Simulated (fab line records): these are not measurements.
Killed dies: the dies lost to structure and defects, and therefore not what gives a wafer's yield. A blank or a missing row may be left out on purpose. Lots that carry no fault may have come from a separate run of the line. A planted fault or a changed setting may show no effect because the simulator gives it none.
8D (eight disciplines) problem report, filled in by code / flow nand-harc / the parts of the form that need people (team, actions taken, sign-off) are left out

1. WHAT IS WRONG
At NHARC_END_SORT_01, killed-dies averages 677 over 3 wafers from 2 lots, while fault-free wafers read 66, standard deviation 22. That puts it +28 standard deviations away from the usual mean.
First observed at day 29 22:58: wafer L388.2, on prober-02. The record has a number at this step for 36 wafers belonging to 12 lots. The rule behind "out" and "out of limits": a value lying over 4 standard deviations away from the usual mean. All remaining wafers that have a number are taken as sound.

2. WHAT IT IS; WHAT IT IS NOT
question=which readings at this step | is=killed-dies, killed-at-array | is not=killed-at-periphery, killed-short
question=which lots | is=L388, L390 | is not=L375, L380, L381, L382, L383, L386, L389, L396, L397, L398
question=which wafers of those lots | is=L388.2, L390.2, L390.6 | is not=L388.1, L388.4, L390.1
question=read on which gauges | is=prober-02 | is not=prober-01
question=when | is=from day 29 22:58 | is not=up to then (19 sound wafers); but 14 sound wafers of L388, L389, L390, L396, L397, L398 came after

3. THE SUSPECTS, EACH WITH WHAT RULES IT OUT
Counting: any tool at a process step up to the reading remains a suspect provided it ran every lot that is out. Sound lots after the first of them don't rule it out here, since some wafers of a struck lot are sound.
- ruled out: the gauge at NHARC_END_SORT_01. All the wafers that are out were read on prober-02, but those of them that NHARC_A_STAIRCASE_TRIM_200 has rows for are out there too, on other tools.
- rie-diel-04 at NHARC_A_STAIRCASE_ETCH_188 (etches the open film in C4F8/O2, target depth 100 nm, time 40.5 s): kept. It processed each lot that is out (first: L388, day 22 00:01); up to then, its last sound lot is L386 (day 20 09:29). NHARC_A_STAIRCASE_ETCH_188 gives no start for some lots, so the hours and the order of its lots are those of NHARC_A_STAIRCASE_TRIM_200.
- rie-diel-04 at NHARC_A_STAIRCASE_TRIM_189 (chemistry O2, time 211.2 s): kept. It processed each lot that is out (first: L388, day 22 00:01); up to then, its last sound lot is L386 (day 20 09:29). NHARC_A_STAIRCASE_TRIM_189 gives no start for some lots, so the hours and the order of its lots are those of NHARC_A_STAIRCASE_TRIM_200.
- rie-diel-04 at NHARC_A_STAIRCASE_ETCH_194 (etches the open film in C4F8/O2, target depth 100 nm, time 40.5 s): kept. It processed each lot that is out (first: L388, day 22 00:01); up to then, its last sound lot is L386 (day 20 09:29). NHARC_A_STAIRCASE_ETCH_194 gives no start for some lots, so the hours and the order of its lots are those of NHARC_A_STAIRCASE_TRIM_200.
- rie-diel-04 at NHARC_A_STAIRCASE_TRIM_200 (chemistry O2, time 211.2 s): kept. It processed each lot that is out (first: L388, day 22 00:01); up to then, its last sound lot is L386 (day 20 09:29). Its own readings are out on those wafers: oes-product-au.
- In rie-diel-04 at NHARC_A_STAIRCASE_ETCH_194, the wafers that are out were processed in chamber 2 and their sound lot-mates in chambers 1, 3.
- In rie-diel-04 at NHARC_A_STAIRCASE_TRIM_200, the wafers that are out were processed in chamber 1 and their sound lot-mates in chambers 0, 2, 3.
Left after counting: rie-diel-04 at NHARC_A_STAIRCASE_ETCH_188, rie-diel-04 at NHARC_A_STAIRCASE_TRIM_189, rie-diel-04 at NHARC_A_STAIRCASE_ETCH_194, rie-diel-04 at NHARC_A_STAIRCASE_TRIM_200.

4. THE CAUSE (what the simulator had put in)
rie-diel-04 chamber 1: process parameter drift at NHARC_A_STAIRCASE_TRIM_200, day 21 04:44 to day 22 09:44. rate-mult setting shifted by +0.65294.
This tool is one of the 4 suspects left after counting.

5. THE CHAIN OF EFFECTS, in route order
Each row: a reading whose mean over the struck wafers that have a number lies more than 3 standard deviations from the usual. Only readings for which the record gives a usual standard deviation are gone through. hours: the time from each lot's start at the first step in this table that gives one to its start at this step, as a median over the lots. sigmas: the change in usual standard deviations.
hours=0; step=NHARC_A_STAIRCASE_TRIM_200; reading=oes-product-au; usual=0.999 a.u.; on struck wafers=1.415; change=+0.416; sigmas=+54
hours=202; step=NHARC_END_SORT_01; reading=killed-at-array; usual=61; on struck wafers=670; change=+609; sigmas=+26
hours=202; step=NHARC_END_SORT_01; reading=killed-dies; usual=66; on struck wafers=677; change=+611; sigmas=+28
It contains these process steps:
- NHARC_A_STAIRCASE_TRIM_200: chemistry O2, time 211.2 s.

6. WHAT WOULD HAVE CAUGHT IT SOONER
In this record the first reading out of limits at a measuring or inspecting step was taken at day 29 22:58, 210 hours after the fault began at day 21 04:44.
The tool's own readings at NHARC_A_STAIRCASE_TRIM_200 were out on every struck wafer that the step has a row for (oes-product-au): an alarm limit on them would have fired on the first of those.
By day 29 22:58 the whole set of lots that are out, 2 in number, had already begun NHARC_A_STAIRCASE_TRIM_200 on rie-diel-04. Holding the tool at that point would not have protected any of them.
